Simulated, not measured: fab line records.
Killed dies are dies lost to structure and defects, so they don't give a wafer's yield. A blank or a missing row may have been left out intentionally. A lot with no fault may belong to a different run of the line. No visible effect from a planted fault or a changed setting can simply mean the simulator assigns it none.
Chamber matching || flow nand_harc || NHARC_A_CONTACT_ALD_18 on ald_metal-02: 4 sister chambers
The step deposits TiN, target thk 3 nm, pulse time 1 s, ald cycles 150. 14 wafers are shown with their chamber, then 7 later ones without.

WAFERS, EACH WITH ITS CHAMBER
{"wafer": "L074.1", "chamber": 3, "heater_power_outer_w (W)": 643, "heater_power_w (W)": 1149, "precursor_pulse_height_rel": 1.022}
{"wafer": "L074.2", "chamber": 1, "heater_power_outer_w (W)": 742, "heater_power_w (W)": 1112, "precursor_pulse_height_rel": 0.986}
{"wafer": "L074.5", "chamber": 3, "heater_power_outer_w (W)": 669, "heater_power_w (W)": 1166, "precursor_pulse_height_rel": 0.999}
{"wafer": "L075.2", "chamber": 3, "heater_power_outer_w (W)": 667, "heater_power_w (W)": 1131, "precursor_pulse_height_rel": 0.959}
{"wafer": "L075.4", "chamber": 2, "heater_power_outer_w (W)": 714, "heater_power_w (W)": 1054, "precursor_pulse_height_rel": 0.981}
{"wafer": "L075.5", "chamber": 1, "heater_power_outer_w (W)": 756, "heater_power_w (W)": 1111, "precursor_pulse_height_rel": 1.002}
{"wafer": "L078.1", "chamber": 2, "heater_power_outer_w (W)": 697, "heater_power_w (W)": 1064, "precursor_pulse_height_rel": 0.977}
{"wafer": "L078.2", "chamber": 0, "heater_power_outer_w (W)": 603, "heater_power_w (W)": 1019, "precursor_pulse_height_rel": 0.955}
{"wafer": "L078.5", "chamber": 1, "heater_power_outer_w (W)": 739, "heater_power_w (W)": 1114, "precursor_pulse_height_rel": 0.976}
{"wafer": "L087.2", "chamber": 2, "heater_power_outer_w (W)": 700, "heater_power_w (W)": 1078, "precursor_pulse_height_rel": 0.970}
{"wafer": "L087.5", "chamber": 1, "heater_power_outer_w (W)": 749, "heater_power_w (W)": 1155, "precursor_pulse_height_rel": 0.994}
{"wafer": "L087.6", "chamber": 2, "heater_power_outer_w (W)": 690, "heater_power_w (W)": 1051, "precursor_pulse_height_rel": 0.978}
{"wafer": "L092.1", "chamber": 2, "heater_power_outer_w (W)": 720, "heater_power_w (W)": 1050, "precursor_pulse_height_rel": 1.005}
{"wafer": "L092.3", "chamber": 3, "heater_power_outer_w (W)": 675, "heater_power_w (W)": 1115, "precursor_pulse_height_rel": 0.997}

SIGNATURES, as means of the wafers listed above
{"reading": "heater_power_outer_w", "chamber 0": 603.00, "chamber 1": 746.50, "chamber 2": 704.20, "chamber 3": 663.50, "scatter within a chamber": 11.8}
{"reading": "heater_power_w", "chamber 0": 1019.00, "chamber 1": 1123.00, "chamber 2": 1059.40, "chamber 3": 1140.25, "scatter within a chamber": 18.4}
{"reading": "precursor_pulse_height_rel", "chamber 0": 0.95500, "chamber 1": 0.98950, "chamber 2": 0.98220, "chamber 3": 0.99425, "scatter within a chamber": 0.0177}
Rule: for a wafer and a chamber, the distance is found by dividing, reading by reading, the gap between the wafer's reading and the chamber's mean by the reading's scatter, squaring, summing and taking the root. If the next closest chamber is less than 2 further off than the closest, the wafer can't be placed; otherwise it belongs to the closest. The scatter: the root of (the sum of the squares of (reading less its chamber's mean) over the shown wafers, divided by (wafers less chambers)).

WAFERS WHOSE CHAMBER IS MISSING
{"wafer": "L092.6", "heater_power_outer_w (W)": 567, "heater_power_w (W)": 976, "precursor_pulse_height_rel": 0.989}
{"wafer": "L090.3", "heater_power_outer_w (W)": 705, "heater_power_w (W)": 1084, "precursor_pulse_height_rel": 1.026}
{"wafer": "L090.4", "heater_power_outer_w (W)": 566, "heater_power_w (W)": 946, "precursor_pulse_height_rel": 1.016}
{"wafer": "L090.5", "heater_power_outer_w (W)": 572, "heater_power_w (W)": 958, "precursor_pulse_height_rel": 0.969}
{"wafer": "L096.3", "heater_power_outer_w (W)": 584, "heater_power_w (W)": 969, "precursor_pulse_height_rel": 0.995}
{"wafer": "L096.5", "heater_power_outer_w (W)": 570, "heater_power_w (W)": 968, "precursor_pulse_height_rel": 0.994}
{"wafer": "L096.6", "heater_power_outer_w (W)": 754, "heater_power_w (W)": 1168, "precursor_pulse_height_rel": 0.998}

CHAMBER TAKEN BY EACH
{"wafer": "L092.6", "from the rows above": 0, "in truth": 0}
{"wafer": "L090.3", "from the rows above": "can't be placed: 2 or 1", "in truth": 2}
{"wafer": "L090.4", "from the rows above": 0, "in truth": 0}
{"wafer": "L090.5", "from the rows above": 0, "in truth": 0}
{"wafer": "L096.3", "from the rows above": 0, "in truth": 0}
{"wafer": "L096.5", "from the rows above": 0, "in truth": 0}
{"wafer": "L096.6", "from the rows above": 1, "in truth": 1}
6 of 7 placed correctly. Unplaceable from these rows: 1, with the true chamber sitting among the candidates in 1. 0 placed wrongly.
